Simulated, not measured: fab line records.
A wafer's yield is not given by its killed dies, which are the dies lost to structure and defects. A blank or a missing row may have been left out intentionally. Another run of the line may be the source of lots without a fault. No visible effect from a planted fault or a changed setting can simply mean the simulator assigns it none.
Split-lot experiment + flow n5 finfet + 39 wafers read from 7 lots, route of 1938 steps

== ABOUT THE SPLIT ==
At N5_BEOL_M13_ETCH_68 (etches SOC in N2/H2, time 355 s), the setting time s was moved away from the recipe's 355 s on 9 of the 39 wafers read, by -41.6% to +29.4%. For the rest of the wafers, this setting stayed at what the recipe calls for.

The split's own step is where the reading is taken.

== THE READING ==
SiARC_of_BEOL_M13_COAT_66.thk nm (the simulator's own value, which no gauge read), in nm, at N5_BEOL_M13_ETCH_68 (etches SOC in N2/H2, time 355 s). There is no usual value for it anywhere in the file. The 30 wafers here that ran the recipe average 77.1 nm, standard deviation 0.54 nm.

| wafer  | tool, chamber at the split | time s as run, s | against the recipe | SiARC_of_BEOL_M13_COAT_66.thk nm, nm | against lot-mates on the recipe |
|--------|----------------------------|------------------|--------------------|--------------------------------------|---------------------------------|
| L076.2 | rie diel-03, 1             | 355              | recipe             | 77.2                                 | -                               |
| L076.3 | rie diel-03, 0             | 355              | recipe             | 77                                   | -                               |
| L076.5 | rie diel-03, 1             | 355              | recipe             | 77.6                                 | -                               |
| L080.1 | rie diel-04, 0             | 355              | recipe             | 76.8                                 | -                               |
| L080.2 | rie diel-04, 2,1,1,2       | 355              | recipe             | 76.6                                 | -                               |
| L080.3 | rie diel-04, 2,1,1,2       | 355              | recipe             | 76.6                                 | -                               |
| L080.5 | rie diel-04, 2,1,1,2       | 355              | recipe             | 76.6                                 | -                               |
| L080.6 | rie diel-04, 2,1,1,2       | 355              | recipe             | 76.6                                 | -                               |
| L080.4 | rie diel-04, 3             | 355              | recipe             | 75.8                                 | -                               |
| L083.1 | rie diel-04, 3             | 355              | recipe             | 76.2                                 | -                               |
| L083.2 | rie diel-04, 1             | 207.4            | -41.6%             | 91                                   | +14.2                           |
| L083.3 | rie diel-04, 0             | 207.4            | -41.6%             | 91.2                                 | +14.4                           |
| L083.4 | rie diel-04, 2             | 355              | recipe             | 77                                   | -                               |
| L083.5 | rie diel-04, 3             | 207.4            | -41.6%             | 90.2                                 | +13.4                           |
| L083.6 | rie diel-04, 0             | 355              | recipe             | 77.2                                 | -                               |
| L085.1 | rie diel-03, 3,1           | 355              | recipe             | 77.2                                 | -                               |
| L085.2 | rie diel-03, 3,1           | 355              | recipe             | 77.2                                 | -                               |
| L085.3 | rie diel-03, 0,3           | 355              | recipe             | 77                                   | -                               |
| L085.6 | rie diel-03, 0,3           | 355              | recipe             | 77                                   | -                               |
| L085.4 | rie diel-03, 2             | 355              | recipe             | 78.2                                 | -                               |
| L085.5 | rie diel-03, 2             | 355              | recipe             | 77.6                                 | -                               |
| L091.1 | rie diel-02, 1             | 459.5            | +29.4%             | 67.4                                 | -9.9                            |
| L091.2 | rie diel-02, 3             | 355              | recipe             | 77.2                                 | -                               |
| L091.3 | rie diel-02, 0             | 355              | recipe             | 77.6                                 | -                               |
| L091.4 | rie diel-02, 2             | 459.5            | +29.4%             | 67.2                                 | -10.1                           |
| L091.5 | rie diel-02, 3             | 355              | recipe             | 77                                   | -                               |
| L091.6 | rie diel-02, 0             | 459.5            | +29.4%             | 67.6                                 | -9.7                            |
| L090.1 | rie diel-04, 2             | 355              | recipe             | 77                                   | -                               |
| L090.2 | rie diel-04, 3             | 355              | recipe             | 76                                   | -                               |
| L090.3 | rie diel-04, 1             | 301.7            | -15.0%             | 81.8                                 | +5.1                            |
| L090.5 | rie diel-04, 1             | 301.7            | -15.0%             | 81.8                                 | +5.1                            |
| L090.4 | rie diel-04, 0             | 301.7            | -15.0%             | 82                                   | +5.3                            |
| L090.6 | rie diel-04, 0             | 355              | recipe             | 77.2                                 | -                               |
| L092.1 | rie diel-03, 3,2           | 355              | recipe             | 77.6                                 | -                               |
| L092.2 | rie diel-03, 3,2           | 355              | recipe             | 77.6                                 | -                               |
| L092.3 | rie diel-03, 1             | 355              | recipe             | 78.2                                 | -                               |
| L092.4 | rie diel-03, 0,3,0         | 355              | recipe             | 77.4                                 | -                               |
| L092.5 | rie diel-03, 0,3,0         | 355              | recipe             | 77.4                                 | -                               |
| L092.6 | rie diel-03, 0,3,0         | 355              | recipe             | 77.4                                 | -                               |
Where a row lists several chambers, the file gives one row for several wafers and doesn't say which wafer went through which chamber.

FIT RESULTS
A straight line over all 39 wafers: SiARC_of_BEOL_M13_COAT_66.thk nm changes by -0.329 nm for each +1% of time s; r = -0.99; the points scatter about the line by 0.51 nm.
The same after taking each lot's own level away (the mean of its wafers on the recipe; 39 wafers): -0.337 nm for each +1%; r = -1.00; scatter 0.35 nm.
That fit puts the effect of the largest move of time s on the reading at 14 nm.
Across the lots, their own levels run from 76.50 to 77.60 nm, a range of 2.0 times the standard deviation given above.
Hence the lot-to-lot level has little effect on the slope; both slopes agree.
Check: for one of the wafers moved furthest among these (-41.6%), held out of the fit, the line's prediction against its lot-mates is +14 nm. It came out at +14.2 nm against them.

== OTHER SPLITS APPLIED TO THESE WAFERS ==
These wafers also went through other splits before the reading. Each is held against what the fit with the lots' levels taken away leaves over:
| other split on the same wafers    | wafers away from the commonest value | r with SiARC_of_BEOL_M13_COAT_66.thk nm (lot level and that fit taken away) |
|-----------------------------------|--------------------------------------|-----------------------------------------------------------------------------|
| N5_BEOL_M9_ILD_DEP_00 time s      | 15                                   | +0.11                                                                       |
| N5_BEOL_M11_TRENCH_ETCH_37 time s | 9                                    | -0.14                                                                       |

== THE FILE'S OWN FIT ==
SiARC_of_BEOL_M13_COAT_66.thk nm changes by -0.337 nm for each +1% of time s, r = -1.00.
